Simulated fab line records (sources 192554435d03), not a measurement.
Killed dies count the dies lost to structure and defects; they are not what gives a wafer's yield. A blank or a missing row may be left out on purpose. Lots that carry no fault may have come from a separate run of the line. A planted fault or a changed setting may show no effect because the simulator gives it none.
Lot-split experiment ; flow n5-finfet ; 21 wafers read across 7 lots, on a route 1938 steps long

== THE SPLIT ITSELF ==
At N5_BEOL_M14_SPUTTER_43 (material TaN, target thk 15 nm, time 24.19 s), the setting time-s was moved away from the recipe's 24.19 s on 7 of the 21 wafers read, by -11.4% to +3.9%. For the rest of the wafers, this setting stayed at what the recipe calls for.

The split's own step is where the reading is taken.

== THE READING ==
TaN_of_BEOL_M14_SPUTTER_43.thk-nm (the simulator's own value, which no gauge read), in nm, at N5_BEOL_M14_SPUTTER_43 (material TaN, target thk 15 nm, time 24.19 s). No usual value for it is given in the file. Average 15.1 nm, standard deviation 0.16 nm, over the 14 wafers here run with the recipe.

wafer;tool, chamber at the split;time-s as run, s;against the recipe;TaN_of_BEOL_M14_SPUTTER_43.thk-nm, nm;against lot-mates on the recipe
L077.1;pvd-sputter-01, -;23.15;-4.3%;14.4;-0.4
L077.2;pvd-sputter-01, -;24.19;recipe;14.8;-
L077.6;pvd-sputter-01, -;24.19;recipe;14.8;-
L081.1;pvd-sputter-01, -;24.19;recipe;15;-
L081.3;pvd-sputter-01, -;25.14;+3.9%;15.6;+0.6
L081.4;pvd-sputter-01, -;25.14;+3.9%;15.4;+0.4
L084.1;pvd-sputter-02, -;21.43;-11.4%;13.4;-1.7
L084.2;pvd-sputter-02, -;24.19;recipe;15;-
L084.5;pvd-sputter-02, -;24.19;recipe;15.2;-
L085.1;pvd-sputter-02, -;24.19;recipe;15;-
L085.3;pvd-sputter-02, -;24.19;recipe;15.4;-
L085.4;pvd-sputter-02, -;23.07;-4.6%;14.6;-0.6
L088.2;pvd-sputter-02, -;22.21;-8.2%;13.8;-1.2
L088.6;pvd-sputter-02, -;22.21;-8.2%;13.8;-1.2
L088.5;pvd-sputter-02, -;24.19;recipe;15;-
L096.1;pvd-sputter-02, -;24.19;recipe;15.2;-
L096.3;pvd-sputter-02, -;24.19;recipe;15;-
L096.4;pvd-sputter-02, -;24.19;recipe;15;-
L097.1;pvd-sputter-01, -;24.19;recipe;15.2;-
L097.6;pvd-sputter-01, -;24.19;recipe;15.2;-
L097.3;pvd-sputter-01, -;24.19;recipe;15;-

FIT RESULTS
A straight line over all 21 wafers: TaN_of_BEOL_M14_SPUTTER_43.thk-nm changes by +0.142 nm for each +1% of time-s; r = +0.96; the points scatter about the line by 0.16 nm.
The same after taking each lot's own level away (the mean of its wafers on the recipe; 21 wafers): +0.142 nm for each +1%; r = +0.98; scatter 0.11 nm.
Per that fit: largest time-s move, reading shift of 1.6 nm.
Measured against the standard deviation above, the lots' own levels, which go from 14.80 to 15.20 nm, span 2.5 times it.
So the lot-to-lot level changes the slope little: the two slopes agree.
Check: -1.56 nm against its lot-mates is what the line predicts for one of the wafers moved furthest among these (-11.4%) when that wafer is left out of the fit. It came out at -1.7 nm against them.

== FURTHER SPLITS ON THESE WAFERS ==
Note: prior to the reading, these wafers also went through further splits. Each is held against what the fit with the lots' levels taken away leaves over:
other split on the same wafers;wafers away from the commonest value;r with TaN_of_BEOL_M14_SPUTTER_43.thk-nm (lot level and that fit taken away)
N5_BEOL_M13_TRENCH_ETCH_34 time-s;6;+0.05
N5_BEOL_M13_SPUTTER_43 time-s;6;-0.21

== FILE'S OWN FIT ==
TaN_of_BEOL_M14_SPUTTER_43.thk-nm changes by +0.141 nm for each +1% of time-s, r = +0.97.
